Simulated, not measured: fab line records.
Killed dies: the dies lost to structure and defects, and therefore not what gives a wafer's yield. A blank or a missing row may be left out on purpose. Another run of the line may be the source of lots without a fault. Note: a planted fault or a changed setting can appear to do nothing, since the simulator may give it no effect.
Problem report in the 8D (eight disciplines) form, filled by code	flow nand harc	the parts of the form that need people (team, actions taken, sign-off) are left out

1. WHAT WENT WRONG
Wafers without a fault read 630.6 s, standard deviation 0.43; run length s at NHARC_A_BLC_ETCH_17 reads a mean of 659.0 s on 2 wafers belonging to 2 lots. Relative to the usual mean, that is a shift of +66 standard deviations.
The step: etches the open film in N2/H2, target depth 390 nm, time 609.38 s.
The first sign was on wafer L365.1 at day 27 06:58, on rie diel-10. The record has a number at this step for 33 wafers belonging to 11 lots. Rule for "out", or "out of limits": more than 4 standard deviations from the usual mean. The rest of the wafers with a number are treated as sound.

2. WHAT IT IS, AND WHAT IT ISN'T
question	is	is not
which readings at this step	run length s	drypump motor current A, oes product au, rf vpp V, showerhead plenum p Torr, throttle valve pct
which lots	L365, L367	L354, L356, L357, L359, L360, L374, L375, L376, L377
which wafers of those lots	L365.1, L367.3	L365.5, L365.6, L367.1, L367.6
read on which tools	rie diel-10	rie diel-06
when	from day 27 06:58	up to then (17 sound wafers); but 14 sound wafers of L367, L374, L375, L376, L377 came after

3. SUSPECTS, AND WHAT RULES EACH OUT
Counting: a tool at a process step up to the reading stays a suspect if it ran every lot that is out. Sound lots after the first of them don't rule it out here, since some wafers of a struck lot are sound.
- rie diel-10 at NHARC_A_BLC_ETCH_17 (etches the open film in N2/H2, target depth 390 nm, time 609.38 s): kept. Every lot that is out went through it, the first being L365 (day 27 06:58); the last sound lot it ran before that was L360 (day 25 12:07). On those wafers its own readings are out: run length s.
- In rie diel-10 at NHARC_A_BLC_ETCH_17, the wafers that are out were processed in chamber 3 and their sound lot-mates in chambers 1, 2.
Left after counting: rie diel-10 at NHARC_A_BLC_ETCH_17.

4. THE CAUSE (what the simulator had put in)
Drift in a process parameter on rie diel-10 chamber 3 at NHARC_A_BLC_ETCH_17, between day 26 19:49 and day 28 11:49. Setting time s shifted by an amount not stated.
After counting, this tool was the only one left.

5. SEQUENCE OF EFFECTS, ordered by route
One row per reading whose mean, taken over the struck wafers that have a number, lies over 3 standard deviations from the usual. Only readings whose record carries a usual standard deviation are examined. hours: median over the lots of the time between each lot's start at the first step of this table that gives one and its start at this step. sigmas: the change, counted in usual standard deviations.
hours	step	reading	usual	on struck wafers	change	sigmas
0	NHARC_A_BLC_ETCH_17	run length s	630.6 s	659.0	+28.4	+66
It contains these process steps:
- NHARC_A_BLC_ETCH_17: etches the open film in N2/H2, target depth 390 nm, time 609.38 s.

6. HOW IT WOULD HAVE BEEN CAUGHT EARLIER
In this record no reading fell out of limits until day 27 06:58, 11 hours after the fault had begun at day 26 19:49.
